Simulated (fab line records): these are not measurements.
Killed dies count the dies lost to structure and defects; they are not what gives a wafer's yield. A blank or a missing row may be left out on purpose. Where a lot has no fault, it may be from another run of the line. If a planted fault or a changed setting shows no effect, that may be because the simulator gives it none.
Matching of chambers :: flow n5-finfet :: N5_MOL_CONTACT_COAG_ETCH_124 on rie-diel-05 has 4 sister chambers
The step etches SiNx in CH3F/O2, stops on SiOC, target depth 6.5 nm. 8 wafers are shown with their chamber, then 8 later ones without.

== WAFERS WITH THEIR CHAMBER ==
wafer: L082.4
chamber: 0
throttle-valve-pct (%): 15.86
oes-product-au (a.u.): 0.69

wafer: L082.5
chamber: 3
throttle-valve-pct (%): 16.12
oes-product-au (a.u.): 0.80

wafer: L084.5
chamber: 2
throttle-valve-pct (%): 16.27
oes-product-au (a.u.): 0.61

wafer: L084.6
chamber: 3
throttle-valve-pct (%): 16.14
oes-product-au (a.u.): 0.78

wafer: L088.2
chamber: 1
throttle-valve-pct (%): 16.49
oes-product-au (a.u.): 0.63

wafer: L088.5
chamber: 1
throttle-valve-pct (%): 16.49
oes-product-au (a.u.): 0.63

wafer: L088.6
chamber: 0
throttle-valve-pct (%): 15.87
oes-product-au (a.u.): 0.69

wafer: L089.3
chamber: 2
throttle-valve-pct (%): 16.28
oes-product-au (a.u.): 0.61

== WAFERS WITH NO CHAMBER GIVEN ==
wafer: L089.4
throttle-valve-pct (%): 16.12
oes-product-au (a.u.): 0.76

wafer: L089.5
throttle-valve-pct (%): 16.13
oes-product-au (a.u.): 0.76

wafer: L092.2
throttle-valve-pct (%): 16.30
oes-product-au (a.u.): 0.60

wafer: L092.5
throttle-valve-pct (%): 16.15
oes-product-au (a.u.): 0.76

wafer: L092.6
throttle-valve-pct (%): 16.29
oes-product-au (a.u.): 0.60

wafer: L095.2
throttle-valve-pct (%): 15.89
oes-product-au (a.u.): 0.67

wafer: L095.4
throttle-valve-pct (%): 16.52
oes-product-au (a.u.): 0.62

wafer: L095.5
throttle-valve-pct (%): 16.30
oes-product-au (a.u.): 0.60

== CHAMBER TAKEN BY EACH ==
wafer: L089.4
from the rows above: 3
in truth: 3

wafer: L089.5
from the rows above: 3
in truth: 3

wafer: L092.2
from the rows above: 2
in truth: 2

wafer: L092.5
from the rows above: 3
in truth: 3

wafer: L092.6
from the rows above: 2
in truth: 2

wafer: L095.2
from the rows above: 0
in truth: 0

wafer: L095.4
from the rows above: 1
in truth: 1

wafer: L095.5
from the rows above: 2
in truth: 2
Correct placement for 8 of the 8. Number that these rows cannot place: 0. Wrongly placed: 0.
How it was worked out, from the rows above alone: a wafer's distance from a chamber is the root of the sum, over the readings, of the square of ((its reading less the chamber's mean) divided by the reading's scatter). The wafer belongs to the nearest chamber; if the next one is less than 2 further off, it can't be placed. A chamber's mean is the mean of its shown wafers. The scatter is the square root of a quotient: the sum, over the shown wafers, of each reading's squared deviation from its chamber's mean, divided by wafers minus chambers.
